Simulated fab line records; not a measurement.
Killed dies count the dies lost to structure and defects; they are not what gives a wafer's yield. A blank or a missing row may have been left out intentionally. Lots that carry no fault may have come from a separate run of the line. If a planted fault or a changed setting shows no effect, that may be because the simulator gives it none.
Which of the tools did it? :: flow nandHarc :: 11 lots, 33 wafers sampled, at 6 steps of a route of 1302

WHAT THE GAUGES SHOWED, per wafer
NHARC_P_M2_THK_MEAS_24: measures by xrf. Usual: thkNm 144.5 nm, standard deviation 1.5.
lot: L985
measured: day 10 11:35
on: filmMetro-01
thkNm (nm): 136.9 144.7 137.1
flag: OFF

lot: L990
measured: day 12 04:23
on: filmMetro-02
thkNm (nm): 143.9 144.9 145.2
flag: 

lot: L992
measured: day 12 14:55
on: filmMetro-02
thkNm (nm): 146.0 146.4 145.5
flag: 

lot: L991
measured: day 12 17:35
on: filmMetro-02
thkNm (nm): 147.0 146.5 146.7
flag: 

lot: L993
measured: day 13 04:37
on: filmMetro-02
thkNm (nm): 144.1 144.0 144.1
flag: 

lot: L994
measured: day 13 13:21
on: filmMetro-02
thkNm (nm): 142.8 144.0 143.6
flag: 

lot: L996
measured: day 14 05:13
on: filmMetro-02
thkNm (nm): 142.3 144.3 144.6
flag: 

lot: L997
measured: day 15 01:37
on: filmMetro-01
thkNm (nm): 141.9 144.6 143.8
flag: 

lot: L998
measured: day 15 12:04
on: filmMetro-02
thkNm (nm): 142.6 144.6 146.3
flag: 

lot: L100
measured: day 16 02:44
on: filmMetro-01
thkNm (nm): 143.9 145.7 143.1
flag: 

lot: L999
measured: day 16 04:28
on: filmMetro-02
thkNm (nm): 143.2 144.4 143.0
flag: 

NHARC_END_SORT_01. Usual: defectLimitedYield 91.9 %, standard deviation 2.2; killedAtArray 50, standard deviation 14; killedAtOther 0.9, standard deviation 1; killedAtPeriphery 3.9, standard deviation 2.5; killedDies 55, standard deviation 15; killedOpen 3.5, standard deviation 1.9; killedShort 2.5, standard deviation 1.7; sort_bin_2_pct 3.0 %, standard deviation 1.1; sort_bin_3_pct 0.6 %, standard deviation 0.33; sort_bin_4_pct 4.6 %, standard deviation 1.1; sortNPass 622, standard deviation 15; sortRimYieldPct 90 %, standard deviation 3.8; sortYieldPct 91.9 %, standard deviation 2.2.
lot: L990
measured: day 30 06:58
on: prober-02
defectLimitedYield (%): 91.3 91.4 94.2
killedAtArray: 59 56 39
killedAtOther: 0 0 0
killedAtPeriphery: 0 2 0
killedDies: 59 58 39
killedOpen: 5 3 1
killedShort: 4 2 1
sort_bin_2_pct (%): 3.1 3.4 1.9
sort_bin_3_pct (%): 1.0 0.4 0.3
sort_bin_4_pct (%): 4.6 4.7 3.5
sortNPass: 618 619 638
sortRimYieldPct (%): 81 92 88
sortYieldPct (%): 91.3 91.4 94.2
flag: 

lot: L992
measured: day 29 22:13
on: prober-02
defectLimitedYield (%): 91.6 90.4 92.8
killedAtArray: 49 56 45
killedAtOther: 1 1 1
killedAtPeriphery: 7 8 3
killedDies: 57 65 49
killedOpen: 4 6 3
killedShort: 6 1 0
sort_bin_2_pct (%): 3.4 2.7 2.1
sort_bin_3_pct (%): 0.6 0.9 0.3
sort_bin_4_pct (%): 4.4 6.1 4.9
sortNPass: 620 612 628
sortRimYieldPct (%): 92 92 90
sortYieldPct (%): 91.6 90.4 92.8
flag: 

lot: L991
measured: day 29 22:16
on: prober-01
defectLimitedYield (%): 90.8 89.4 88.6
killedAtArray: 56 66 66
killedAtOther: 0 0 2
killedAtPeriphery: 6 6 9
killedDies: 62 72 77
killedOpen: 5 10 3
killedShort: 2 0 6
sort_bin_2_pct (%): 2.8 4.1 3.5
sort_bin_3_pct (%): 0.4 1.2 0.4
sort_bin_4_pct (%): 5.9 5.3 7.4
sortNPass: 615 605 600
sortRimYieldPct (%): 90 89 92
sortYieldPct (%): 90.8 89.4 88.6
flag: 

lot: L993
measured: day 30 22:38
on: prober-01
defectLimitedYield (%): 90.4 88.5 89.4
killedAtArray: 62 71 64
killedAtOther: 2 3 2
killedAtPeriphery: 1 4 6
killedDies: 65 78 72
killedOpen: 3 5 4
killedShort: 1 2 3
sort_bin_2_pct (%): 3.4 4.3 5.0
sort_bin_3_pct (%): 0.6 0.6 1.0
sort_bin_4_pct (%): 5.6 6.6 4.6
sortNPass: 612 599 605
sortRimYieldPct (%): 92 89 90
sortYieldPct (%): 90.4 88.5 89.4
flag: 

lot: L994
measured: day 32 10:03
on: prober-02
defectLimitedYield (%): 91.7 92.6 89.5
killedAtArray: 47 48 65
killedAtOther: 1 0 0
killedAtPeriphery: 8 2 6
killedDies: 56 50 71
killedOpen: 5 1 7
killedShort: 1 1 2
sort_bin_2_pct (%): 2.5 3.2 5.0
sort_bin_3_pct (%): 0 0.4 0.1
sort_bin_4_pct (%): 5.8 3.7 5.3
sortNPass: 621 627 606
sortRimYieldPct (%): 89 91 86
sortYieldPct (%): 91.7 92.6 89.5
flag: 

lot: L996
measured: day 31 22:18
on: prober-01
defectLimitedYield (%): 91.1 89.5 91.4
killedAtArray: 58 66 55
killedAtOther: 0 2 0
killedAtPeriphery: 2 3 3
killedDies: 60 71 58
killedOpen: 0 5 3
killedShort: 0 4 1
sort_bin_2_pct (%): 4.4 4.0 3.2
sort_bin_3_pct (%): 0.9 0.4 0.4
sort_bin_4_pct (%): 3.5 6.1 4.9
sortNPass: 617 606 619
sortRimYieldPct (%): 91 89 88
sortYieldPct (%): 91.1 89.5 91.4
flag: 

WHICH TOOL RAN EACH LOT (tool, then ch and the chambers of the sampled wafers, then the start)
lot: L985
NHARC_P_M2_DESCUM_14: rieDiel-12 ch 0,2,3, day 10 09:10
NHARC_P_M2_ANNEAL_31: rtpAnneal-02 ch 0, day 10 10:58
NHARC_P_M2_CMP_23: cmp-01 ch 1,2,3, day 10 11:17
NHARC_P_BONDPAD_CMP_32: cmp-03 ch 0,1,3, day 10 12:44

lot: L990
NHARC_P_M2_DESCUM_14: rieDiel-12 ch 0,1, day 12 01:53
NHARC_P_M2_ANNEAL_31: rtpAnneal-02 ch 0, day 12 03:43
NHARC_P_M2_CMP_23: cmp-03 ch 0,2,3, day 12 04:07
NHARC_P_BONDPAD_CMP_32: cmp-04 ch 0,1,2, day 12 05:32

lot: L992
NHARC_P_M2_DESCUM_14: rieDiel-09 ch 0,2,3, day 12 12:31
NHARC_P_M2_ANNEAL_31: rtpAnneal-02 ch 0, day 12 14:16
NHARC_P_M2_CMP_23: cmp-01 ch 0,2,3, day 12 14:38
NHARC_P_BONDPAD_CMP_32: cmp-02 ch 1,3, day 12 16:04

lot: L991
NHARC_P_M2_DESCUM_14: rieDiel-09 ch 0,2,3, day 12 15:08
NHARC_P_M2_ANNEAL_31: rtpAnneal-01 ch 0, day 12 16:56
NHARC_P_M2_CMP_23: cmp-01 ch 0,1,3, day 12 17:17
NHARC_P_BONDPAD_CMP_32: cmp-04 ch 1,2,3, day 12 18:47

lot: L993
NHARC_P_M2_DESCUM_14: rieDiel-09 ch 0,1,2, day 13 02:13
NHARC_P_M2_ANNEAL_31: rtpAnneal-02 ch 0, day 13 03:58
NHARC_P_M2_CMP_23: cmp-01 ch 1,2, day 13 04:19
NHARC_P_BONDPAD_CMP_32: cmp-03 ch 0,1,2, day 13 05:45

lot: L994
NHARC_P_M2_DESCUM_14: rieDiel-09 ch 0,2, day 13 10:47
NHARC_P_M2_ANNEAL_31: rtpAnneal-02 ch 0, day 13 12:36
NHARC_P_M2_CMP_23: cmp-01 ch 0,2,3, day 13 13:04
NHARC_P_BONDPAD_CMP_32: cmp-04 ch 0,2, day 13 14:38

lot: L996
NHARC_P_M2_DESCUM_14: rieDiel-09 ch 0,1,3, day 14 02:49
NHARC_P_M2_ANNEAL_31: rtpAnneal-02 ch 0, day 14 04:34
NHARC_P_M2_CMP_23: cmp-01 ch 0,1, day 14 04:56
NHARC_P_BONDPAD_CMP_32: cmp-03 ch 1,2, day 14 06:21

lot: L997
NHARC_P_M2_DESCUM_14: rieDiel-12 ch 2,3, day 14 23:12
NHARC_P_M2_ANNEAL_31: rtpAnneal-02 ch 0, day 15 00:57
NHARC_P_M2_CMP_23: cmp-01 ch 2,3, day 15 01:19
NHARC_P_BONDPAD_CMP_32: cmp-02 ch 0,2, day 15 02:44

lot: L998
NHARC_P_M2_DESCUM_14: rieDiel-09 ch 1,2,3, day 15 09:39
NHARC_P_M2_ANNEAL_31: rtpAnneal-01 ch 0, day 15 11:25
NHARC_P_M2_CMP_23: cmp-01 ch 0,2,3, day 15 11:46
NHARC_P_BONDPAD_CMP_32: cmp-04 ch 0,1,3, day 15 13:12

lot: L100
NHARC_P_M2_DESCUM_14: rieDiel-12 ch 2,3, day 16 00:20
NHARC_P_M2_ANNEAL_31: rtpAnneal-01 ch 0, day 16 02:08
NHARC_P_M2_CMP_23: cmp-03 ch 1,2,3, day 16 02:29
NHARC_P_BONDPAD_CMP_32: cmp-03 ch 0,1,2, day 16 03:57

lot: L999
NHARC_P_M2_DESCUM_14: rieDiel-02 ch 0,1, day 16 01:43
NHARC_P_M2_ANNEAL_31: rtpAnneal-02 ch 0, day 16 03:35
NHARC_P_M2_CMP_23: cmp-01 ch 0,2, day 16 04:08
NHARC_P_BONDPAD_CMP_32: cmp-04 ch 1,2,3, day 16 05:38
- NHARC_P_M2_DESCUM_14: chemistry O2, time 3 s.
- NHARC_P_M2_ANNEAL_31: time 90 s.
- NHARC_P_M2_CMP_23: polishes, t overpolish 20 s, target thk 144.3 nm.
- NHARC_P_BONDPAD_CMP_32: polishes SiCN, target thk 200 nm.

AS READ BY THE TOOLS THEMSELVES (means over the sampled wafers that have a number; for cases with no such wafer, the mark the record gives instead)
NHARC_P_M2_DESCUM_14. Usual: drypumpMotorCurrentA 5.7 A, standard deviation 0.48; oesProductAu 1.003 a.u., standard deviation 0.0079; rfVppV 57.7 V, standard deviation 0.99; showerheadPlenumPTorr 1.93 Torr, standard deviation 0.082; throttleValvePct 11.311 %, standard deviation 0.0096.
lot: L985
tool: rieDiel-12
drypumpMotorCurrentA (A): 5.3
oesProductAu (a.u.): 1.011
rfVppV (V): 58.2
showerheadPlenumPTorr (Torr): 2.00
throttleValvePct (%): 11.304
flag: 

lot: L990
tool: rieDiel-12
drypumpMotorCurrentA (A): 5.8
oesProductAu (a.u.): 1.006
rfVppV (V): 58.3
showerheadPlenumPTorr (Torr): 1.96
throttleValvePct (%): 11.315
flag: 

lot: L992
tool: rieDiel-09
drypumpMotorCurrentA (A): 6.0
oesProductAu (a.u.): 1.002
rfVppV (V): 58.4
showerheadPlenumPTorr (Torr): 1.87
throttleValvePct (%): 11.311
flag: 

lot: L991
tool: rieDiel-09
drypumpMotorCurrentA (A): 6.0
oesProductAu (a.u.): 1.000
rfVppV (V): 57.8
showerheadPlenumPTorr (Torr): 1.87
throttleValvePct (%): 11.312
flag: 

lot: L993
tool: rieDiel-09
drypumpMotorCurrentA (A): 5.8
oesProductAu (a.u.): 1.006
rfVppV (V): 57.4
showerheadPlenumPTorr (Torr): 1.90
throttleValvePct (%): 11.310
flag: 

lot: L994
tool: rieDiel-09
drypumpMotorCurrentA (A): 5.5
oesProductAu (a.u.): 1.009
rfVppV (V): 56.5
showerheadPlenumPTorr (Torr): 1.89
throttleValvePct (%): 11.309
flag: 

lot: L996
tool: rieDiel-09
drypumpMotorCurrentA (A): 6.2
oesProductAu (a.u.): 1.005
rfVppV (V): 57.7
showerheadPlenumPTorr (Torr): 1.88
throttleValvePct (%): 11.318
flag: 

lot: L997
tool: rieDiel-12
drypumpMotorCurrentA (A): 5.4
oesProductAu (a.u.): 0.999
rfVppV (V): 57.7
showerheadPlenumPTorr (Torr): 1.99
throttleValvePct (%): 11.305
flag: 

lot: L998
tool: rieDiel-09
drypumpMotorCurrentA (A): 5.8
oesProductAu (a.u.): 0.991
rfVppV (V): 57.3
showerheadPlenumPTorr (Torr): 1.83
throttleValvePct (%): 11.311
flag: 

lot: L100
tool: rieDiel-12
drypumpMotorCurrentA (A): 5.4
oesProductAu (a.u.): 1.006
rfVppV (V): 56.8
showerheadPlenumPTorr (Torr): 1.99
throttleValvePct (%): 11.309
flag: 

lot: L999
tool: rieDiel-02
drypumpMotorCurrentA (A): 5.6
oesProductAu (a.u.): 1.001
rfVppV (V): 58.2
showerheadPlenumPTorr (Torr): 1.99
throttleValvePct (%): 11.308
flag: 

NHARC_P_M2_ANNEAL_31. Usual: wafer_temp_C_max 226.2, standard deviation 0.48.
lot: L985
tool: rtpAnneal-02
wafer_temp_C_max: 226.3
flag: 

lot: L990
tool: rtpAnneal-02
wafer_temp_C_max: 225.9
flag: 

lot: L992
tool: rtpAnneal-02
wafer_temp_C_max: 226.0
flag: 

lot: L991
tool: rtpAnneal-01
wafer_temp_C_max: 227.1
flag: 

lot: L993
tool: rtpAnneal-02
wafer_temp_C_max: 226.0
flag: 

lot: L994
tool: rtpAnneal-02
wafer_temp_C_max: 225.9
flag: 

lot: L996
tool: rtpAnneal-02
wafer_temp_C_max: 225.8
flag: 

lot: L997
tool: rtpAnneal-02
wafer_temp_C_max: 225.8
flag: 

lot: L998
tool: rtpAnneal-01
wafer_temp_C_max: 226.8
flag: 

lot: L100
tool: rtpAnneal-01
wafer_temp_C_max: 226.4
flag: 

lot: L999
tool: rtpAnneal-02
wafer_temp_C_max: 226.1
flag: 

NHARC_P_M2_CMP_23. Usual: motorCurrentA 12.0 A, standard deviation 0.76; timeToEndpointS 28.8 s, standard deviation 2.2.
lot: L985
tool: cmp-01
motorCurrentA (A): 11.9
timeToEndpointS (s): 19.3
flag: OFF

lot: L990
tool: cmp-03
motorCurrentA (A): 12.4
timeToEndpointS (s): 32.7
flag: 

lot: L992
tool: cmp-01
motorCurrentA (A): 11.7
timeToEndpointS (s): 28.3
flag: 

lot: L991
tool: cmp-01
motorCurrentA (A): 12.0
timeToEndpointS (s): 30.5
flag: 

lot: L993
tool: cmp-01
motorCurrentA (A): 11.3
timeToEndpointS (s): 28.8
flag: 

lot: L994
tool: cmp-01
motorCurrentA (A): 11.9
timeToEndpointS (s): 26.5
flag: 

lot: L996
tool: cmp-01
motorCurrentA (A): 11.7
timeToEndpointS (s): 26.5
flag: 

lot: L997
tool: cmp-01
motorCurrentA (A): 11.9
timeToEndpointS (s): 25.2
flag: 

lot: L998
tool: cmp-01
motorCurrentA (A): 11.8
timeToEndpointS (s): 31.1
flag: 

lot: L100
tool: cmp-03
motorCurrentA (A): 13.3
timeToEndpointS (s): 33.8
flag: 

lot: L999
tool: cmp-01
motorCurrentA (A): 11.9
timeToEndpointS (s): 27.1
flag: 

NHARC_P_BONDPAD_CMP_32. Usual: motorCurrentA 11.9 A, standard deviation 1.3.
lot: L985
tool: cmp-03
motorCurrentA (A): 13.3
flag: 

lot: L990
tool: cmp-04
motorCurrentA (A): 11.3
flag: 

lot: L992
tool: cmp-02
motorCurrentA (A): 10.5
flag: 

lot: L991
tool: cmp-04
motorCurrentA (A): 12.0
flag: 

lot: L993
tool: cmp-03
motorCurrentA (A): 12.4
flag: 

lot: L994
tool: cmp-04
motorCurrentA (A): 12.3
flag: 

lot: L996
tool: cmp-03
motorCurrentA (A): 13.2
flag: 

lot: L997
tool: cmp-02
motorCurrentA (A): 12.4
flag: 

lot: L998
tool: cmp-04
motorCurrentA (A): 10.8
flag: 

lot: L100
tool: cmp-03
motorCurrentA (A): 12.2
flag: 

lot: L999
tool: cmp-04
motorCurrentA (A): 12.0
flag: 

THE ANSWER, worked out from the rows above alone
Rule: take the mean of a lot's wafers that have a number; if it is more than 3 standard deviations from the usual mean, the lot is off. A lot without any number at a reading at which 4 lots or more have one is off too. Where the step has rows for the other lots, those lots are counted as sound. Order of review: gauges by route order, followed by the tools' own readings, for which a lot's mean as printed above is used. The first step at which some lot is off is used, and at that step the reading that is off furthest; a lot without a number counts as furthest.
Off at NHARC_P_M2_THK_MEAS_24 (thkNm): L985.
A tool fits if, at a process step before that reading, it ran every lot that is off, and no sound lot after the first of them. Not tried: the gauges at NHARC_P_M2_THK_MEAS_24; whatever is off there is also off at NHARC_P_M2_CMP_23, on other tools, and gauge error can't account for it. No candidate that was tried fits.

WHAT HAD BEEN PUT IN BY THE SIMULATOR
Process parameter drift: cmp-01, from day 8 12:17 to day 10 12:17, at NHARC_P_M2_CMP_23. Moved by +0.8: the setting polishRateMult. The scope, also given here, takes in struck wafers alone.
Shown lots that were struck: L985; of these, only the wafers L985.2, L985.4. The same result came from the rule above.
